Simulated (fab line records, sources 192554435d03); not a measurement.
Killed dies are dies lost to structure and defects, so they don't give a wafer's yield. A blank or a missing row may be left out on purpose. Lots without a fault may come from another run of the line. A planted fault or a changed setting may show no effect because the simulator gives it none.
Split-lot experiment | flow n5_finfet | 7 lots, 21 wafers read, on a route of 1938 steps

THE SPLIT
At N5_BEOL_M11_VIA_ETCH_34 (etches SiCOH lowk in C4F6/O2, target depth 184.5 nm, time 69.2 s), the setting time_s was moved away from the recipe's 69.2 s on 5 of the 21 wafers read, by -18.4% to +22.5%. The other wafers ran this setting at the recipe's value.

The reading is taken at the split's own step.

THE READING
SOC_of_BEOL_M11_COAT_63.thk_nm (the simulator's own value, which no gauge read), in nm, at N5_BEOL_M11_VIA_ETCH_34 (etches SiCOH lowk in C4F6/O2, target depth 184.5 nm, time 69.2 s). The file gives no usual value for it. The 16 wafers here that ran the recipe average 91.8 nm, standard deviation 0.38 nm.

wafer  | tool, chamber at the split | time_s as run, s | against the recipe | SOC_of_BEOL_M11_COAT_63.thk_nm, nm | against lot-mates on the recipe
L075.1 | rie_diel-01, 0             | 56.47            | -18.4%             | 93.6                               | +1.6
L075.4 | rie_diel-01, 2             | 69.2             | recipe             | 92                                 | -
L075.6 | rie_diel-01, 1             | 56.47            | -18.4%             | 93.6                               | +1.6
L076.1 | rie_diel-03, 0             | 69.2             | recipe             | 92.2                               | -
L076.2 | rie_diel-03, 2             | 69.2             | recipe             | 92                                 | -
L076.5 | rie_diel-03, 1             | 69.2             | recipe             | 92.2                               | -
L084.1 | rie_diel-01, 0             | 69.2             | recipe             | 92.4                               | -
L084.5 | rie_diel-01, 0             | 84.56            | +22.2%             | 90.4                               | -1.6
L084.6 | rie_diel-01, 2             | 69.2             | recipe             | 91.6                               | -
L089.3 | rie_diel-02, 3             | 69.2             | recipe             | 91.8                               | -
L089.5 | rie_diel-02, 1             | 69.2             | recipe             | 92                                 | -
L089.6 | rie_diel-02, 3             | 69.2             | recipe             | 91.8                               | -
L094.1 | rie_diel-03, 1             | 69.2             | recipe             | 91.4                               | -
L094.4 | rie_diel-03, 1             | 69.2             | recipe             | 91.2                               | -
L094.6 | rie_diel-03, 2             | 69.2             | recipe             | 91.6                               | -
L095.4 | rie_diel-01, 2             | 69.2             | recipe             | 91.2                               | -
L095.5 | rie_diel-01, 2             | 82.74            | +19.6%             | 90                                 | -1.2
L095.6 | rie_diel-01, 1             | 69.2             | recipe             | 91.2                               | -
L097.4 | rie_diel-01, 3             | 69.2             | recipe             | 91.6                               | -
L097.5 | rie_diel-01, 2             | 84.75            | +22.5%             | 89.8                               | -2.1
L097.6 | rie_diel-01, 0             | 69.2             | recipe             | 92.2                               | -

THE FIT
A straight line over all 21 wafers: SOC_of_BEOL_M11_COAT_63.thk_nm changes by -0.0865 nm for each +1% of time_s; r = -0.92; the points scatter about the line by 0.38 nm.
The same after taking each lot's own level away (the mean of its wafers on the recipe; 21 wafers): -0.0806 nm for each +1%; r = -0.97; scatter 0.22 nm.
On that fit, the largest move of time_s shifts the reading by 1.8 nm.
The lots' own levels span 91.20 to 92.13 nm, that is 2.5 times the standard deviation above.
So the lot-to-lot level changes the slope little: the two slopes agree.
Check: with one of the wafers moved furthest among these (+22.5%) left out of the fit, the line predicts -1.67 nm for it against its lot-mates. It came out at -2.1 nm against them.

OTHER SPLITS ON THESE WAFERS
These wafers also went through other splits before the reading. Each is held against what the fit with the lots' levels taken away leaves over:
other split on the same wafers    | wafers away from the commonest value | r with SOC_of_BEOL_M11_COAT_63.thk_nm (lot level and that fit taken away)
N5_BEOL_M10_TRENCH_ETCH_37 time_s | 8                                    | +0.11

THE WHOLE CHAIN: every reading that the file lists as answering this split, in the file's order
step                    | what it does                                                     | reading                                                                         | change (the file's fit)                | r (the file's)
N5_BEOL_M11_VIA_ETCH_34 | etches SiCOH lowk in C4F6/O2, target depth 184.5 nm, time 69.2 s | etch.depth_nm (the simulator's own value, which no gauge read)                  | +1.93 nm for each +1% of the setting   | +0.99
N5_BEOL_M11_VIA_ETCH_34 | etches SiCOH lowk in C4F6/O2, target depth 184.5 nm, time 69.2 s | SOC_of_BEOL_M11_COAT_63.thk_nm (the simulator's own value, which no gauge read) | -0.0789 nm for each +1% of the setting | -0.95

THE FILE'S OWN FIT
SOC_of_BEOL_M11_COAT_63.thk_nm changes by -0.0789 nm for each +1% of time_s, r = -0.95.
